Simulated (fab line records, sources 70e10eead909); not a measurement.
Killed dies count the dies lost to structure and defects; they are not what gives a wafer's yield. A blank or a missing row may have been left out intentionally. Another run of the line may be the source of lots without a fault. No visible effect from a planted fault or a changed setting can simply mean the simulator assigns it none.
The tool behind it: which one? | flow nand_harc | 72 wafers from 24 lots sampled at 5 of the route's 1302 steps

== WHAT EACH GAUGE READ, for each wafer ==
NHARC_A_ONON_D1_THK_MEAS_08: measures by ellipsometry. Usual: thk_nm 1002 nm, standard deviation 12.
lot  | measured     | on            | thk_nm (nm)    | flag
L074 | day 7 21:37  | film_metro-02 | 996 997 995    |
L076 | day 8 12:45  | film_metro-01 | 1012 1009 1012 |
L075 | day 8 13:00  | film_metro-01 | 1007 1005 1007 |
L077 | day 9 00:32  | film_metro-01 | 1006 1006 1005 |
L078 | day 9 19:01  | film_metro-02 | 1005 1007 1007 |
L079 | day 9 19:01  | film_metro-01 | 1007 1009 1008 |
L080 | day 10 03:35 | film_metro-02 | 993 994 994    |
L082 | day 11 03:49 | film_metro-02 | 993 991 992    |
L081 | day 11 03:50 | film_metro-01 | 1013 1011 1010 |
L083 | day 11 13:14 | film_metro-01 | 979 979 980    |
L084 | day 11 21:31 | film_metro-01 | 983 982 983    |
L085 | day 12 09:54 | film_metro-01 | 1036 1037 1036 |
L086 | day 12 17:12 | film_metro-02 | 987 986 988    |
L089 | day 13 15:29 | film_metro-01 | 1010 1008 1012 |
L088 | day 13 15:31 | film_metro-01 | 1000 1002 1001 |
L087 | day 13 19:56 | film_metro-02 | 1007 1006 1006 |
L090 | day 14 13:20 | film_metro-02 | 1009 1009 1010 |
L091 | day 14 21:45 | film_metro-01 | 1011 1012 1011 |
L092 | day 15 05:34 | film_metro-02 | 1009 1009 1010 |
L093 | day 15 16:15 | film_metro-02 | 1001 1000 998  |
L095 | day 16 08:41 | film_metro-02 | 986 987 985    |
L094 | day 16 08:44 | film_metro-01 | 986 987 987    |
L096 | day 17 00:38 | film_metro-01 | 998 999 1000   |
L097 | day 17 06:28 | film_metro-02 | 1013 1014 1013 |

NHARC_A_CHANNEL_HOLE_D1_CD_MEAS_30. Usual: cd_nm 90.0 nm, standard deviation 1.8.
lot  | measured     | on        | cd_nm (nm)     | flag
L074 | day 8 21:28  | cd_sem-03 | 92.2 89.4 90.6 |
L076 | day 9 11:13  | cd_sem-03 | 93.1 93.0 91.0 |
L075 | day 9 11:39  | cd_sem-03 | 88.8 89.0 90.6 |
L077 | day 10 02:02 | cd_sem-03 | 90.5 89.4 90.4 |
L078 | day 10 16:44 | cd_sem-03 | 91.4 93.7 93.8 |
L079 | day 10 16:17 | cd_sem-01 | 89.5 93.0 91.4 |
L080 | day 11 00:43 | cd_sem-01 | 89.9 90.5 93.2 |
L082 | day 12 06:31 | cd_sem-02 | 90.7 91.1 90.1 |
L081 | day 12 07:44 | cd_sem-03 | 88.5 89.2 93.4 |
L083 | day 12 14:36 | cd_sem-02 | 88.0 92.0 88.0 |
L084 | day 12 18:55 | cd_sem-02 | 90.4 92.4 87.6 |
L085 | day 13 08:53 | cd_sem-01 | 90.8 89.3 89.6 |
L086 | day 13 16:57 | cd_sem-01 | 90.8 90.9 91.7 |
L089 | day 14 18:50 | cd_sem-03 | 87.7 87.1 87.6 |
L088 | day 14 17:22 | cd_sem-01 | 91.7 88.1 87.0 |
L087 | day 14 23:01 | cd_sem-01 | 86.1 88.2 88.5 |
L090 | day 15 16:13 | cd_sem-01 | 91.8 88.5 87.9 |
L091 | day 15 23:32 | cd_sem-02 | 85.2 87.9 88.7 |
L092 | day 16 05:37 | cd_sem-02 | 92.1 91.4 93.7 |
L093 | day 16 13:31 | cd_sem-02 | 93.6 91.3 93.8 |
L095 | day 17 18:51 | cd_sem-03 | 88.5 88.7 88.4 |
L094 | day 17 20:22 | cd_sem-01 | 90.3 90.5 90.3 |
L096 | day 18 00:55 | cd_sem-02 | 90.9 91.7 88.9 |
L097 | day 18 03:10 | cd_sem-03 | 90.8 89.6 91.1 |

== TOOL THAT RAN EACH LOT (tool first, then ch and the chambers of the sampled wafers, then the start) ==
lot  | NHARC_A_CHANNEL_HOLE_D1_DEP_00 | NHARC_A_CHANNEL_HOLE_D1_ETCH_20  | NHARC_A_CHANNEL_HOLE_D1_ETCH_24
L074 | acl_dep-02 ch 0, day 8 12:16   | har_etch-01 ch 0,1, day 8 16:05  | har_etch-01 ch 0,1, day 8 18:05
L076 | acl_dep-02 ch 0, day 9 01:23   | har_etch-01 ch 0, day 9 05:47    | har_etch-01 ch 0, day 9 07:49
L075 | acl_dep-03 ch 0, day 9 01:32   | har_etch-02 ch 0,1, day 9 06:13  | har_etch-02 ch 0,1, day 9 08:15
L077 | acl_dep-03 ch 0, day 9 14:31   | har_etch-02 ch 0,1, day 9 20:38  | har_etch-02 ch 0,1, day 9 22:39
L078 | acl_dep-01 ch 0, day 10 06:45  | har_etch-02 ch 0,1, day 10 11:22 | har_etch-02 ch 0,1, day 10 13:28
L079 | acl_dep-03 ch 0, day 10 07:14  | har_etch-01 ch 0,1, day 10 10:58 | har_etch-01 ch 0,1, day 10 13:09
L080 | acl_dep-03 ch 0, day 10 15:28  | har_etch-01 ch 0,1, day 10 19:21 | har_etch-01 ch 0,1, day 10 21:27
L082 | acl_dep-03 ch 0, day 11 21:05  | har_etch-01 ch 0,1, day 12 01:07 | har_etch-01 ch 0,1, day 12 03:09
L081 | acl_dep-01 ch 0, day 11 22:08  | har_etch-02 ch 0,1, day 12 02:14 | har_etch-02 ch 0,1, day 12 04:17
L083 | acl_dep-02 ch 0, day 12 05:23  | har_etch-01 ch 0,1, day 12 09:11 | har_etch-01 ch 0,1, day 12 11:12
L084 | acl_dep-02 ch 0, day 12 09:22  | har_etch-02 ch 0,1, day 12 13:34 | har_etch-02 ch 0,1, day 12 15:40
L085 | acl_dep-03 ch 0, day 13 00:25  | har_etch-02 ch 0,1, day 13 03:34 | har_etch-02 ch 0,1, day 13 05:45
L086 | acl_dep-03 ch 0, day 13 05:02  | har_etch-01 ch 0,1, day 13 11:34 | har_etch-01 ch 0,1, day 13 13:34
L089 | acl_dep-02 ch 0, day 14 10:03  | har_etch-02 ch 0,1, day 14 13:35 | har_etch-02 ch 0,1, day 14 15:50
L088 | acl_dep-01 ch 0, day 14 08:28  | har_etch-01 ch 0,1, day 14 12:07 | har_etch-01 ch 0,1, day 14 14:21
L087 | acl_dep-02 ch 0, day 14 11:58  | har_etch-02 ch 0,1, day 14 17:36 | har_etch-02 ch 0,1, day 14 19:36
L090 | acl_dep-03 ch 0, day 15 05:11  | har_etch-01 ch 0,1, day 15 10:46 | har_etch-01 ch 0,1, day 15 12:56
L091 | acl_dep-01 ch 0, day 15 13:58  | har_etch-01 ch 0,1, day 15 18:10 | har_etch-01 ch 0,1, day 15 20:16
L092 | acl_dep-01 ch 0, day 15 20:09  | har_etch-01 ch 1, day 16 00:13   | har_etch-01 ch 1, day 16 02:13
L093 | acl_dep-02 ch 0, day 16 04:44  | har_etch-01 ch 0,1, day 16 08:13 | har_etch-01 ch 0,1, day 16 10:23
L095 | acl_dep-01 ch 0, day 17 07:24  | har_etch-01 ch 0,1, day 17 13:30 | har_etch-01 ch 0,1, day 17 15:35
L094 | acl_dep-02 ch 0, day 17 07:42  | har_etch-02 ch 0,1, day 17 14:13 | har_etch-02 ch 0,1, day 17 16:19
L096 | acl_dep-02 ch 0, day 17 15:20  | har_etch-02 ch 0,1, day 17 19:30 | har_etch-02 ch 0,1, day 17 21:31
L097 | acl_dep-01 ch 0, day 17 15:46  | har_etch-01 ch 0,1, day 17 21:46 | har_etch-01 ch 0,1, day 17 23:46
- NHARC_A_CHANNEL_HOLE_D1_DEP_00: deposits aC, target thk 3100 nm.
- NHARC_A_CHANNEL_HOLE_D1_ETCH_20: etches the open film in C4F8/O2/Ar, time 361.9 s, target depth 1600 nm.
- NHARC_A_CHANNEL_HOLE_D1_ETCH_24: etches the open film in C4F8/O2/Ar, time 906.2 s, target depth 1500 nm.

== WHAT THE TOOLS THEMSELVES READ (means of the sampled wafers that have a number; where no wafer has one, the mark that the record gives instead) ==
NHARC_A_CHANNEL_HOLE_D1_DEP_00. Usual: throttle_valve_pct 34.999 %, standard deviation 0.0096.
lot  | tool       | throttle_valve_pct (%) | flag
L074 | acl_dep-02 | 34.995                 |
L076 | acl_dep-02 | 34.993                 |
L075 | acl_dep-03 | 34.995                 |
L077 | acl_dep-03 | 34.995                 |
L078 | acl_dep-01 | 34.994                 |
L079 | acl_dep-03 | 34.995                 |
L080 | acl_dep-03 | 34.999                 |
L082 | acl_dep-03 | 34.995                 |
L081 | acl_dep-01 | 34.992                 |
L083 | acl_dep-02 | 35.004                 |
L084 | acl_dep-02 | 34.994                 |
L085 | acl_dep-03 | 34.999                 |
L086 | acl_dep-03 | 35.006                 |
L089 | acl_dep-02 | 35.005                 |
L088 | acl_dep-01 | 35.004                 |
L087 | acl_dep-02 | 34.996                 |
L090 | acl_dep-03 | 34.998                 |
L091 | acl_dep-01 | 34.996                 |
L092 | acl_dep-01 | 35.007                 |
L093 | acl_dep-02 | 34.990                 |
L095 | acl_dep-01 | 35.002                 |
L094 | acl_dep-02 | 34.996                 |
L096 | acl_dep-02 | 35.005                 |
L097 | acl_dep-01 | 34.998                 |

NHARC_A_CHANNEL_HOLE_D1_ETCH_20. Usual: drypump_motor_current_A 5.8 A, standard deviation 0.39; o2_flow_sccm 35.70 sccm, standard deviation 0.11; showerhead_plenum_p_Torr 3.64 Torr, standard deviation 0.091; throttle_valve_pct 32.154 %, standard deviation 0.0094.
lot  | tool        | drypump_motor_current_A (A) | o2_flow_sccm (sccm) | showerhead_plenum_p_Torr (Torr) | throttle_valve_pct (%) | flag
L074 | har_etch-01 | 6.1                         | 35.83               | 3.59                            | 32.155                 |
L076 | har_etch-01 | 6.2                         | 35.84               | 3.55                            | 32.140                 |
L075 | har_etch-02 | 5.3                         | 35.64               | 3.76                            | 32.147                 |
L077 | har_etch-02 | 5.3                         | 35.70               | 3.76                            | 32.163                 |
L078 | har_etch-02 | 5.4                         | 35.65               | 3.75                            | 32.155                 |
L079 | har_etch-01 | 6.1                         | 35.79               | 3.61                            | 32.152                 |
L080 | har_etch-01 | 6.1                         | 35.67               | 3.58                            | 32.160                 |
L082 | har_etch-01 | 6.1                         | 35.61               | 3.57                            | 32.148                 |
L081 | har_etch-02 | 5.3                         | 35.72               | 3.74                            | 32.157                 |
L083 | har_etch-01 | 6.1                         | 35.70               | 3.60                            | 32.161                 |
L084 | har_etch-02 | 5.3                         | 35.65               | 3.74                            | 32.155                 |
L085 | har_etch-02 | 5.3                         | 35.74               | 3.73                            | 32.150                 |
L086 | har_etch-01 | 6.1                         | 35.72               | 3.56                            | 32.155                 |
L089 | har_etch-02 | 5.3                         | 35.73               | 3.72                            | 32.154                 |
L088 | har_etch-01 | 6.1                         | 35.62               | 3.55                            | 32.151                 |
L087 | har_etch-02 | 5.4                         | 35.64               | 3.72                            | 32.154                 |
L090 | har_etch-01 | 6.1                         | 35.70               | 3.54                            | 32.147                 |
L091 | har_etch-01 | 6.2                         | 35.67               | 3.54                            | 32.158                 |
L092 | har_etch-01 | 6.0                         | 35.64               | 3.61                            | 32.149                 |
L093 | har_etch-01 | 6.1                         | 35.62               | 3.54                            | 32.144                 |
L095 | har_etch-01 | 6.1                         | 35.74               | 3.56                            | 32.153                 |
L094 | har_etch-02 | 5.3                         | 35.65               | 3.70                            | 32.155                 |
L096 | har_etch-02 | 5.3                         | 35.74               | 3.70                            | 32.150                 |
L097 | har_etch-01 | 6.1                         | 35.65               | 3.55                            | 32.148                 |

NHARC_A_CHANNEL_HOLE_D1_ETCH_24. Usual: drypump_motor_current_A 5.8 A, standard deviation 0.39; o2_flow_sccm 31.19 sccm, standard deviation 0.086; showerhead_plenum_p_Torr 3.63 Torr, standard deviation 0.091; throttle_valve_pct 32.234 %, standard deviation 0.0096.
lot  | tool        | drypump_motor_current_A (A) | o2_flow_sccm (sccm) | showerhead_plenum_p_Torr (Torr) | throttle_valve_pct (%) | flag
L074 | har_etch-01 | 6.2                         | 31.22               | 3.59                            | 32.238                 |
L076 | har_etch-01 | 6.2                         | 31.14               | 3.55                            | 32.229                 |
L075 | har_etch-02 | 5.3                         | 31.26               | 3.76                            | 32.235                 |
L077 | har_etch-02 | 5.3                         | 31.24               | 3.75                            | 32.234                 |
L078 | har_etch-02 | 5.4                         | 31.23               | 3.74                            | 32.235                 |
L079 | har_etch-01 | 6.1                         | 31.09               | 3.61                            | 32.229                 |
L080 | har_etch-01 | 6.2                         | 31.20               | 3.57                            | 32.242                 |
L082 | har_etch-01 | 6.2                         | 31.26               | 3.56                            | 32.236                 |
L081 | har_etch-02 | 5.3                         | 31.15               | 3.73                            | 32.243                 |
L083 | har_etch-01 | 6.1                         | 31.18               | 3.59                            | 32.235                 |
L084 | har_etch-02 | 5.3                         | 31.30               | 3.73                            | 32.239                 |
L085 | har_etch-02 | 5.3                         | 31.16               | 3.73                            | 32.245                 |
L086 | har_etch-01 | 6.1                         | 31.18               | 3.55                            | 32.240                 |
L089 | har_etch-02 | 5.3                         | 31.17               | 3.72                            | 32.226                 |
L088 | har_etch-01 | 6.1                         | 31.21               | 3.55                            | 32.233                 |
L087 | har_etch-02 | 5.4                         | 31.21               | 3.72                            | 32.234                 |
L090 | har_etch-01 | 6.1                         | 31.25               | 3.54                            | 32.230                 |
L091 | har_etch-01 | 6.1                         | 31.13               | 3.53                            | 32.240                 |
L092 | har_etch-01 | 6.0                         | 31.13               | 3.60                            | 32.234                 |
L093 | har_etch-01 | 6.1                         | 31.16               | 3.53                            | 32.244                 |
L095 | har_etch-01 | 6.1                         | 31.15               | 3.55                            | 32.230                 |
L094 | har_etch-02 | 5.3                         | 31.21               | 3.70                            | 32.232                 |
L096 | har_etch-02 | 5.3                         | 31.20               | 3.69                            | 32.234                 |
L097 | har_etch-01 | 6.1                         | 31.10               | 3.55                            | 32.235                 |

== THE ANSWER, worked out from the rows above alone ==
Rule: a lot counts as off when the mean over its wafers that have a number is more than 3 standard deviations away from the usual mean. Also off: a lot with no number at a reading for which 4 or more lots have one. All remaining lots with rows at the step are treated as sound. After the gauges, taken in route order, come the tools' own readings; for these a lot's mean is taken, as printed above. The first step at which some lot is off is used, and at that step the reading that is off furthest; a lot without a number counts as furthest.
No lot is off at any reading shown: from this, nothing can be told.

== WHAT THE SIMULATOR HAD INSERTED ==
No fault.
